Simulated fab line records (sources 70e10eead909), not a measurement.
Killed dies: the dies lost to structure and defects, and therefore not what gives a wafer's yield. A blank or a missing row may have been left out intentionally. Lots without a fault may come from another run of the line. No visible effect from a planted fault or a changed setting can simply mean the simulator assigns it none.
Chamber matching / flow nand_harc / NHARC_A_CONTACT_ETCH_49 on rie_diel-06 has 4 sister chambers
The step etches the open film in N2/H2, target depth 260 nm, time 475.3 s. 17 wafers are shown with their chamber, then 8 later ones without.

== WAFERS PAIRED WITH THEIR CHAMBERS ==
wafer=L873.1; chamber=3; drypump_motor_current_A (A)=5.7; oes_product_au (a.u.)=1.000; run_length_s (s)=496.4
wafer=L873.2; chamber=0; drypump_motor_current_A (A)=5.9; oes_product_au (a.u.)=1.015; run_length_s (s)=496.3
wafer=L873.5; chamber=2; drypump_motor_current_A (A)=6.5; oes_product_au (a.u.)=0.980; run_length_s (s)=496.5
wafer=L875.1; chamber=2; drypump_motor_current_A (A)=6.5; oes_product_au (a.u.)=0.983; run_length_s (s)=496.4
wafer=L875.2; chamber=3; drypump_motor_current_A (A)=5.7; oes_product_au (a.u.)=0.999; run_length_s (s)=496.2
wafer=L875.4; chamber=1; drypump_motor_current_A (A)=5.7; oes_product_au (a.u.)=1.026; run_length_s (s)=497.4
wafer=L879.2; chamber=2; drypump_motor_current_A (A)=6.5; oes_product_au (a.u.)=0.995; run_length_s (s)=496.2
wafer=L879.4; chamber=1; drypump_motor_current_A (A)=5.7; oes_product_au (a.u.)=1.022; run_length_s (s)=497.2
wafer=L879.5; chamber=1; drypump_motor_current_A (A)=5.7; oes_product_au (a.u.)=1.021; run_length_s (s)=497.6
wafer=L877.2; chamber=2; drypump_motor_current_A (A)=6.5; oes_product_au (a.u.)=0.996; run_length_s (s)=496.3
wafer=L877.3; chamber=0; drypump_motor_current_A (A)=6.0; oes_product_au (a.u.)=1.019; run_length_s (s)=496.7
wafer=L877.6; chamber=3; drypump_motor_current_A (A)=5.7; oes_product_au (a.u.)=1.006; run_length_s (s)=496.2
wafer=L880.2; chamber=0; drypump_motor_current_A (A)=5.9; oes_product_au (a.u.)=1.015; run_length_s (s)=496.4
wafer=L880.5; chamber=0; drypump_motor_current_A (A)=5.9; oes_product_au (a.u.)=1.031; run_length_s (s)=496.3
wafer=L880.6; chamber=1; drypump_motor_current_A (A)=5.7; oes_product_au (a.u.)=1.031; run_length_s (s)=497.3
wafer=L882.3; chamber=0; drypump_motor_current_A (A)=5.9; oes_product_au (a.u.)=1.019; run_length_s (s)=497.1
wafer=L882.4; chamber=2; drypump_motor_current_A (A)=6.5; oes_product_au (a.u.)=1.001; run_length_s (s)=496.5

SIGNATURES (means of the wafers above)
reading=drypump_motor_current_A; chamber 0=5.920; chamber 1=5.700; chamber 2=6.500; chamber 3=5.700; scatter within a chamber=0.0248
reading=oes_product_au; chamber 0=1.01980; chamber 1=1.02500; chamber 2=0.99100; chamber 3=1.00167; scatter within a chamber=0.00673
reading=run_length_s; chamber 0=496.560; chamber 1=497.375; chamber 2=496.380; chamber 3=496.267; scatter within a chamber=0.224
Rule: distance of a wafer from a chamber = root of the sum over the readings of ((wafer's reading minus chamber's mean) / reading's scatter) squared. If the next closest chamber is less than 2 further off than the closest, the wafer can't be placed; otherwise it belongs to the closest. The scatter: the root of (the sum of the squares of (reading less its chamber's mean) over the shown wafers, divided by (wafers less chambers)).

== WAFERS MISSING THEIR CHAMBER ==
wafer=L882.5; drypump_motor_current_A (A)=5.9; oes_product_au (a.u.)=1.013; run_length_s (s)=496.3
wafer=L884.1; drypump_motor_current_A (A)=6.6; oes_product_au (a.u.)=1.001; run_length_s (s)=496.2
wafer=L884.3; drypump_motor_current_A (A)=6.0; oes_product_au (a.u.)=1.010; run_length_s (s)=496.3
wafer=L884.5; drypump_motor_current_A (A)=6.0; oes_product_au (a.u.)=1.009; run_length_s (s)=496.3
wafer=L889.4; drypump_motor_current_A (A)=6.5; oes_product_au (a.u.)=0.990; run_length_s (s)=496.2
wafer=L889.6; drypump_motor_current_A (A)=5.9; oes_product_au (a.u.)=1.001; run_length_s (s)=496.2
wafer=L891.3; drypump_motor_current_A (A)=5.9; oes_product_au (a.u.)=1.021; run_length_s (s)=496.6
wafer=L891.4; drypump_motor_current_A (A)=5.9; oes_product_au (a.u.)=1.006; run_length_s (s)=496.3

== EACH ONE'S CHAMBER ==
wafer=L882.5; from the rows above=0; in truth=0
wafer=L884.1; from the rows above=2; in truth=2
wafer=L884.3; from the rows above=0; in truth=0
wafer=L884.5; from the rows above=0; in truth=0
wafer=L889.4; from the rows above=2; in truth=2
wafer=L889.6; from the rows above=0; in truth=0
wafer=L891.3; from the rows above=0; in truth=0
wafer=L891.4; from the rows above=0; in truth=0
Placed correctly: 8 of 8. Number that these rows cannot place: 0. Placed wrongly: 0.
